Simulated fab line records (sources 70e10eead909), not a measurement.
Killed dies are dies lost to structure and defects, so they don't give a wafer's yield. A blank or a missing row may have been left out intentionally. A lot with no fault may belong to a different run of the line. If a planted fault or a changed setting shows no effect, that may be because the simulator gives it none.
Which tool was responsible? || flow nand-harc || 7 lots with 21 wafers sampled at 2 steps, on a route of 1302 steps

== WHAT THE GAUGES SHOWED, per wafer ==
NHARC_THIN_TSV_THK_MEAS_02: measures by ir.
{"lot": "L329", "measured": "day 24 08:05", "on": "film-metro-02", "thk-nm (nm)": "3010 2974 2952"}
{"lot": "L339", "measured": "day 28 02:16", "on": "film-metro-01", "thk-nm (nm)": "3136 3312 3402"}
{"lot": "L338", "measured": "day 28 12:11", "on": "film-metro-02", "thk-nm (nm)": "2990 3028 2964"}
{"lot": "L342", "measured": "day 29 15:54", "on": "film-metro-02", "thk-nm (nm)": "3121 2814 2970"}
{"lot": "L345", "measured": "day 31 15:10", "on": "film-metro-01", "thk-nm (nm)": "3258 2945 3239"}
{"lot": "L347", "measured": "day 31 10:48", "on": "film-metro-01", "thk-nm (nm)": "2919 2794 2666"}
{"lot": "L350", "measured": "day 33 16:46", "on": "film-metro-02", "thk-nm (nm)": "2668 2922 2847"}

== EACH LOT AND THE TOOL THAT RAN IT (in order: tool; ch and the chambers of the sampled wafers; start) ==
{"lot": "L329", "NHARC_A_CHANNEL_FILL_D2_ETCHBACK_08": "rie-diel-10 ch 0,2,3, day 16 03:07"}
{"lot": "L339", "NHARC_A_CHANNEL_FILL_D2_ETCHBACK_08": "rie-diel-10 ch 1,2,3, day 19 11:24"}
{"lot": "L338", "NHARC_A_CHANNEL_FILL_D2_ETCHBACK_08": "rie-diel-07 ch 0,1,3, day 19 23:23"}
{"lot": "L342", "NHARC_A_CHANNEL_FILL_D2_ETCHBACK_08": "rie-diel-10 ch 0,1,3, day 21 10:05"}
{"lot": "L345", "NHARC_A_CHANNEL_FILL_D2_ETCHBACK_08": "rie-diel-10 ch 0,2,3, day 23 01:25"}
{"lot": "L347", "NHARC_A_CHANNEL_FILL_D2_ETCHBACK_08": "rie-diel-07 ch 1,2, day 23 14:29"}
{"lot": "L350", "NHARC_A_CHANNEL_FILL_D2_ETCHBACK_08": "rie-diel-07 ch 0,2,3, day 25 04:20"}
- NHARC_A_CHANNEL_FILL_D2_ETCHBACK_08: etches the open film in C4F8, target depth 220 nm, time 110 s.

== THE ANSWER, worked out from the rows above alone ==
Rule: what is usual is taken from the lots themselves. Put in order of their means at a reading, lots are off if they are a third of the lots or fewer, leave a main group of 4 or more, and stand apart from it by a gap of 3 or more times the standard deviation of the main group's means; of several such gaps the widest counts. The tables above print the reading to a certain number of digits; a main group whose means all agree to those digits is not used. Also off: a lot with no number at a reading for which 4 or more lots have one. All remaining lots with rows at the step are treated as sound.
Nothing can be told from this: no lot is off at any reading shown.

== WHAT HAD BEEN PUT IN BY THE SIMULATOR ==
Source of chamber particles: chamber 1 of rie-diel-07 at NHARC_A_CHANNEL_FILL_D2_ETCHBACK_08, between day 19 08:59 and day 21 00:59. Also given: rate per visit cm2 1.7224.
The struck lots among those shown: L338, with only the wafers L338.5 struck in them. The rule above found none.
